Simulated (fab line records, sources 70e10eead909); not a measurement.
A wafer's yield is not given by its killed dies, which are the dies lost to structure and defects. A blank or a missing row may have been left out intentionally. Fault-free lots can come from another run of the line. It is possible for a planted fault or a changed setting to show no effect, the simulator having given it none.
fab line records | flow nandHarc
record lots=13 | wafers=37 | lastDay=33
route steps=1302 shown P_CONTACT@219 END@1302
lots with no fault: from the same line, run without faults
startH: start of the lot's first displayed wafer, in hours after the record's first day | waitH: hours from the lot's prior step to this one | " as in the row above | L1.1+2: several wafers, shown together as one row | - no value, or no start given | * or withheld: withheld | < > ~ a bound
route shown NAME@n: names a module that has steps shown in the file, with the first one's number in the route | usual: average and standard deviation across the fault-free wafers | same: alike in all rows | chamber/n: place in a boat | sites: per-site readings | _std_site: how widely they spread, as a standard deviation | _edge_site: outer sites' mean less inner sites' | radiusMm: how far each site lies from the wafer's centre | mask NAME#n: copy n | behind: the tool/chamber that last shaped the wafer | hold: reason for holding the lot/hours on hold/outcome of the hold | device: the transistor (n, p or np) that didn't switch | end of line: the tests these same wafers got at the end of their route | step lacking rows: just its recipe | killed: not the wafer's yield, but the dies lost to structure and defects at the first sort | map: per-die view of a wafer (x killed, . not killed, _ where there is no die)
set.NAME: setting as actually run; set.NAME@STEP: the setting as run at that earlier step | model.NAME: the simulator's own value behind a step, which no gauge read
the route's steps for a sample of lots (tables are steps, rows are wafers)
services: when a tool's chamber went out of use (startH, in hours from the record's first day, below 0 if earlier), for how many hours, and the reason
## steps
# step NHARC_P_CONTACT_CMP_01
# recipe targetThkNm=200 | material=SiO2
# usual motorCurrentA=12.0/1.4
lot.wafer | tool   | chamber | startH | waitH | motorCurrentA
L698.4    | cmp-01 | 2       | 120.79 | -     | 11.1
L698.2    | "      | 3       | "      | "     | 10.5
L698.5    | "      | 0       | "      | "     | 9.8
L699.2    | cmp-04 | 3       | 138.48 | -     | 12.2
L699.6    | "      | 3       | "      | "     | 11.6
L699.5    | "      | 0       | "      | "     | 13.6
L700.3    | cmp-02 | 0       | 143.12 | -     | 13.3
L700.4    | "      | 3       | "      | "     | 12.9
L700.5    | "      | 0       | "      | "     | 12.9
L701.1    | cmp-01 | 0       | 156.97 | -     | 10.0
L701.4    | "      | 1       | "      | "     | 10.3
L701.2    | "      | 3       | "      | "     | 10.0
L702.3    | cmp-01 | 2       | 161.98 | -     | 11.6
L702.2    | "      | 3       | "      | "     | 10.3
L702.5    | "      | 2       | "      | "     | 11.3
L703.3    | cmp-01 | 3       | 179.58 | -     | 9.7
L703.6    | "      | 3       | "      | "     | 10.1
L703.5    | "      | 0       | "      | "     | 9.8
L705.4    | cmp-02 | 0       | 201.62 | -     | 12.8
L705.6    | "      | 2       | "      | "     | 10.7
L705.5    | "      | 3       | "      | "     | 13.3
L707.4    | cmp-01 | 3       | 224.13 | -     | 10.3
L707.5    | "      | 3       | "      | "     | 10.6
L707.6    | "      | 0       | "      | "     | 9.6
L712.6    | cmp-04 | 2       | 262.06 | -     | 14.4
L711.4    | cmp-02 | 1       | 263.06 | -     | 12.2
L711.2    | "      | 2       | "      | "     | 10.7
L711.5    | "      | 2       | "      | "     | 10.7
L718.2    | cmp-04 | 2       | 326.78 | -     | 14.6
L718.4    | "      | 3       | "      | "     | 11.8
L718.1    | "      | 0       | "      | "     | 12.9
L719.3    | cmp-02 | 1       | 339.27 | -     | 12.1
L719.1    | "      | 2       | "      | "     | 9.7
L719.6    | "      | 2       | "      | "     | 10.2
L720.1    | cmp-02 | 0       | 352.62 | -     | 13.1
L720.2    | "      | 3       | "      | "     | 12.7
L720.5    | "      | 1       | "      | "     | 12.0
# step NHARC_P_CONTACT_INSPECT_14
# usual rawDefectCount=3.6/2.2
lot.wafer | tool             | chamber | startH | waitH | rawDefectCount
L698.2    | defectInspect-01 | -       | 121.57 | 0.0   | 7
L698.4    | "                | -       | "      | "     | 7
L698.5    | "                | -       | "      | "     | 4
L699.2    | defectInspect-02 | -       | 139.44 | 0.0   | 1
L699.5    | "                | -       | "      | "     | 1
L699.6    | "                | -       | "      | "     | 1
L700.3    | defectInspect-02 | -       | 143.94 | 0.0   | 4
L700.4    | "                | -       | "      | "     | 3
L700.5    | "                | -       | "      | "     | 2
L701.1    | defectInspect-01 | -       | 157.93 | 0.0   | 1
L701.2    | "                | -       | "      | "     | 1
L701.4    | "                | -       | "      | "     | 2
L702.2    | defectInspect-02 | -       | 162.91 | 0.0   | 1
L702.3    | "                | -       | "      | "     | 4
L702.5    | "                | -       | "      | "     | 2
L703.3    | defectInspect-02 | -       | 180.54 | 0.0   | 3
L703.5    | "                | -       | "      | "     | 4
L703.6    | "                | -       | "      | "     | 7
L705.4    | defectInspect-02 | -       | 202.53 | 0.0   | 8
L705.5    | "                | -       | "      | "     | 2
L705.6    | "                | -       | "      | "     | 9
L707.4    | defectInspect-02 | -       | 224.96 | 0.0   | 6
L707.5    | "                | -       | "      | "     | 5
L707.6    | "                | -       | "      | "     | 1
L712.6    | defectInspect-01 | -       | 262.94 | 0.0   | 4
L711.2    | defectInspect-02 | -       | 264.02 | 0.0   | 4
L711.4    | "                | -       | "      | "     | 2
L711.5    | "                | -       | "      | "     | 3
L718.1    | defectInspect-02 | -       | 327.58 | 0.0   | 0
L718.2    | "                | -       | "      | "     | 2
L718.4    | "                | -       | "      | "     | 4
L719.1    | defectInspect-01 | -       | 340.25 | 0.0   | 5
L719.3    | "                | -       | "      | "     | 2
L719.6    | "                | -       | "      | "     | 6
L720.1    | defectInspect-01 | -       | 353.58 | 0.0   | 0
L720.2    | "                | -       | "      | "     | 4
L720.5    | "                | -       | "      | "     | 5
# step NHARC_P_CONTACT_DESCUM_17
# recipe timeS=3 | o2FlowSccm=200 | arFlowSccm=0 | biasPowerW=0 | chemistry=O2
# usual drypumpMotorCurrentA=5.7/0.36 | oesProductAu=0.999/0.0071 | rfVppV=57.6/0.87 | showerheadPlenumPTorr=1.88/0.064 | throttleValvePct=11.312/0.0094
lot.wafer | tool       | chamber | startH | waitH | drypumpMotorCurrentA | oesProductAu | rfHoursCounterH | rfVppV | showerheadPlenumPTorr | throttleValvePct
L698.4    | rieDiel-08 | 2       | 121.64 | 0.1   | 5.3                  | 0.989        | 5.6             | 56.5   | 1.91                  | 11.306
L698.2    | "          | 3       | "      | "     | 5.7                  | 0.995        | 5.6             | 58.0   | 1.98                  | 11.305
L698.5    | "          | 0       | "      | "     | 6.0                  | 0.993        | -               | 57.2   | 1.90                  | 11.327
L699.2    | rieDiel-11 | 2       | 139.51 | 0.1   | 5.4                  | 0.993        | 1.6             | 57.8   | 1.81                  | 11.308
L699.5    | "          | 0       | "      | "     | 5.8                  | 0.996        | -               | 56.2   | 1.81                  | 11.319
L699.6    | "          | 1       | "      | "     | 6.1                  | 0.990        | -               | 57.8   | 1.83                  | 11.333
L700.3    | rieDiel-11 | 3       | 144.01 | 0.1   | 5.4                  | 1.003        | 2.2             | 58.6   | 1.89                  | 11.302
L700.4    | "          | 0       | "      | "     | 5.8                  | 1.004        | 2.1             | 57.8   | 1.81                  | 11.315
L700.5    | "          | 2       | "      | "     | 5.4                  | 0.989        | -               | 57.0   | 1.81                  | 11.332
L701.2    | rieDiel-07 | 0       | 158.00 | 0.1   | 5.9                  | 0.996        | 0.4             | 58.1   | 2.01                  | 11.327
L701.1    | "          | 1       | "      | "     | 5.7                  | 0.992        | 0.5             | 57.8   | 1.91                  | 11.305
L701.4    | "          | 2       | "      | "     | 5.8                  | 0.983        | 0.5             | 57.7   | 1.95                  | 11.298
L702.3    | rieDiel-11 | 1       | 162.97 | 0.1   | 6.1                  | 1.007        | 2.3             | 58.1   | 1.83                  | 11.312
L702.2    | "          | 3       | "      | "     | 5.5                  | 1.005        | 2.9             | 58.4   | 1.89                  | 11.308
L702.5    | "          | 1       | "      | "     | 6.1                  | 1.010        | -               | 57.7   | 1.83                  | 11.299
L703.3    | rieDiel-11 | 2       | 180.61 | 0.1   | 5.4                  | 0.996        | 3.2             | 57.2   | 1.81                  | 11.309
L703.6    | "          | 1       | "      | "     | 6.1                  | 1.000        | -               | 57.7   | 1.83                  | 11.317
L703.5    | "          | 2       | "      | "     | 5.4                  | 0.996        | -               | 58.1   | 1.81                  | 11.309
L705.4    | rieDiel-08 | 3       | 202.61 | 0.1   | 5.7                  | 0.995        | 0.0             | 58.3   | 1.98                  | 11.312
L705.5    | "          | 0       | "      | "     | 6.0                  | 1.010        | -               | 57.6   | 1.90                  | 11.306
L705.6    | "          | 1       | "      | "     | 5.1                  | 0.992        | -               | 57.9   | 1.87                  | 11.308
L707.4    | rieDiel-07 | 2       | 225.03 | 0.1   | 5.7                  | 0.988        | 1.6             | 56.3   | 1.95                  | 11.304
L707.6    | "          | 1       | "      | "     | 5.7                  | 0.998        | -               | 58.6   | 1.91                  | 11.310
L707.5    | "          | 2       | "      | "     | 5.7                  | 0.991        | -               | 58.0   | 1.95                  | 11.322
L712.6    | rieDiel-07 | 1       | 263.04 | 0.1   | 5.7                  | 0.996        | -               | 56.6   | 1.91                  | 11.315
L711.4    | rieDiel-07 | 1       | 264.08 | 0.1   | 5.7                  | 1.005        | 3.0             | 57.8   | 1.91                  | 11.307
L711.2    | "          | 2       | "      | "     | 5.7                  | 0.989        | 2.8             | 57.6   | 1.95                  | 11.323
L711.5    | "          | 0       | "      | "     | 5.9                  | 0.996        | -               | 58.1   | 2.01                  | 11.310
L718.4    | rieDiel-11 | 2       | 327.65 | 0.1   | 5.4                  | 1.000        | 1.3             | 57.8   | 1.80                  | 11.311
L718.1    | "          | 3       | "      | "     | 5.4                  | 1.006        | 1.4             | 57.8   | 1.89                  | 11.314
L718.2    | "          | 0       | "      | "     | 5.8                  | 1.006        | 1.4             | 58.0   | 1.81                  | 11.312
L719.3    | rieDiel-11 | 2       | 340.33 | 0.1   | 5.4                  | 1.001        | 1.8             | 57.6   | 1.80                  | 11.290
L719.1    | "          | 3       | "      | "     | 5.4                  | 1.008        | 1.8             | 58.1   | 1.89                  | 11.329
L719.6    | "          | 1       | "      | "     | 6.1                  | 0.999        | -               | 58.9   | 1.83                  | 11.320
L720.1    | rieDiel-08 | 3       | 353.65 | 0.1   | 5.7                  | 1.009        | 8.6             | 55.6   | 1.98                  | 11.313
L720.2    | "          | 1       | "      | "     | 5.1                  | 1.006        | 6.9             | 56.1   | 1.87                  | 11.309
L720.5    | "          | 2       | "      | "     | 5.3                  | 0.996        | -               | 56.9   | 1.91                  | 11.318
# step NHARC_P_CONTACT_PVD_32
# recipe targetThkA=50 | chamberPressurePa=5 | powerW=5000 | substrateTempC=200 | timeS=17.7 | material=Ti
# usual throttleValvePct=29.7/1.1
lot.wafer | tool          | chamber | startH | waitH | throttleValvePct
L698.2    | pvdSputter-03 | -       | 123.34 | -     | 27.7
L698.4    | "             | -       | "      | "     | 29.9
L698.5    | "             | -       | "      | "     | 28.2
L699.2    | pvdSputter-03 | -       | 141.52 | -     | 27.7
L699.6    | "             | -       | "      | "     | 27.9
L699.5    | "             | -       | "      | "     | 28.7
L700.3    | pvdSputter-01 | -       | 145.72 | -     | 30.7
L700.4    | "             | -       | "      | "     | 32.1
L700.5    | "             | -       | "      | "     | 29.2
L701.4    | pvdSputter-03 | -       | 159.70 | -     | 29.4
L701.2    | "             | -       | "      | "     | 27.9
L701.1    | "             | -       | "      | "     | 28.7
L702.3    | pvdSputter-03 | -       | 164.71 | -     | 29.9
L702.2    | "             | -       | "      | "     | 27.9
L702.5    | "             | -       | "      | "     | 29.6
L703.3    | pvdSputter-01 | -       | 182.36 | -     | 29.0
L703.6    | "             | -       | "      | "     | 29.2
L703.5    | "             | -       | "      | "     | 30.6
L705.4    | pvdSputter-02 | -       | 204.34 | -     | 28.6
L705.6    | "             | -       | "      | "     | 29.7
L705.5    | "             | -       | "      | "     | 29.4
L707.4    | pvdSputter-01 | -       | 226.74 | -     | 29.2
L707.5    | "             | -       | "      | "     | 30.2
L707.6    | "             | -       | "      | "     | 29.2
L712.6    | pvdSputter-03 | -       | 264.77 | -     | 29.8
L711.2    | pvdSputter-01 | -       | 265.78 | -     | 31.4
L711.4    | "             | -       | "      | "     | 28.4
L711.5    | "             | -       | "      | "     | 31.3
L718.1    | pvdSputter-01 | -       | 329.36 | -     | 28.3
L718.2    | "             | -       | "      | "     | 30.3
L718.4    | "             | -       | "      | "     | 31.4
L719.1    | pvdSputter-02 | -       | 342.03 | -     | 29.2
L719.3    | "             | -       | "      | "     | 28.7
L719.6    | "             | -       | "      | "     | 29.7
L720.1    | pvdSputter-01 | -       | 355.35 | -     | 31.5
L720.2    | "             | -       | "      | "     | 28.3
L720.5    | "             | -       | "      | "     | 29.7
# step NHARC_END_SORT_01
# recipe tempC=25
# usual killedAtArray=59/17 | killedAtOther=0.7/0.9 | killedAtPeriphery=3.6/2.3 | killedDies=63/18 | killedOpen=3.4/1.9 | killedShort=2.6/1.7
# same grossDies=677
lot.wafer | tool      | chamber | startH | waitH | killedAtArray | killedAtOther | killedAtPeriphery | killedDies | killedOpen | killedShort
L712.6    | prober-01 | 0       | 793.92 | 4.0   | 41            | 1             | 107               | 149        | 4          | 1
# killed by level:class
L712.6 P_CONTACT:unspecified=105 A_CHANNEL_HOLE_D2:chamberFilmFlake=18 A_CONTACT:chamberFilmFlake=7 A_CHANNEL_HOLE_D1:chamberFilmFlake=5 A_WL_FILL:chamberFilmFlake=3 A_SLIT:chamberFilmFlake=2 P_CONTACT:geometricParticle:open=1 A_CHANNEL_FILL_D1:geometricParticle:open=1
## services
tool          | chamber | startH | hours | kind
rieDiel-11    | -       | 111.26 | 0.2   | repair
rieDiel-07    | -       | 117.20 | 9.0   | pm
cmp-02        | -       | 134.50 | 4.0   | pm
cmp-01        | -       | 150.84 | 0.7   | repair
pvdSputter-03 | -       | 160.50 | 3.6   | repair
rieDiel-07    | 2       | 169.16 | 4.4   | repair
pvdSputter-03 | -       | 170.00 | 10.0  | pm
rieDiel-08    | 0       | 179.80 | 2.6   | repair
pvdSputter-03 | -       | 181.10 | 6.1   | repair
cmp-01        | -       | 183.14 | 2.4   | repair
cmp-01        | -       | 185.65 | 4.0   | pm
rieDiel-08    | -       | 190.80 | 9.0   | pm
cmp-02        | -       | 232.50 | 4.0   | pm
pvdSputter-01 | -       | 234.74 | 10.0  | pm
cmp-01        | -       | 237.47 | 2.4   | repair
pvdSputter-01 | -       | 247.48 | 7.4   | repair
rieDiel-11    | -       | 255.50 | 9.0   | pm
cmp-01        | -       | 283.78 | 4.0   | pm
rieDiel-07    | -       | 294.20 | 9.0   | pm
cmp-01        | -       | 295.48 | 1.1   | repair
cmp-02        | -       | 330.50 | 4.0   | pm
rieDiel-08    | 2       | 335.88 | 5.3   | repair
cmp-02        | -       | 342.08 | 2.0   | repair
pvdSputter-03 | -       | 344.74 | 35.2  | repair
## key
firstSign step=NHARC_END_SORT_01 | reading=killedAtPeriphery | direction=up | sigmas=46 | usual=3.6 | struck=107
effect step=NHARC_END_SORT_01 | reading=killedDies | direction=up | sigmas=4.9 | usual=63 | struck=149
moreKillsBornAt NHARC_P_CONTACT_PVD_32@pvdSputter-03=105
metAt NHARC_P_CONTACT_PVD_32
struckLots L712
struckWafers L712.6
testerLeftOut L712
notActingAt NHARC_P_CONTACT_CMP_01,NHARC_P_CONTACT_INSPECT_14,NHARC_P_CONTACT_DESCUM_17
onsetBetween 159.70 264.77
fault kind=chamberParticleSource | tool=pvdSputter-03 | chamber=- | onsetH=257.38 | steps=NHARC_P_CONTACT_PVD_32 | ratePerVisitCm2=2.0719 | endH=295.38 | scope=struckWafersOnly
# testerLeftOut: of these lots the tester's yield and bins aren't shown, on N5 and GAA mostly nor the transistor test; their killed dies are dies lost to structure and defects alone, not to doping, threshold or leakage, so they don't give the yield
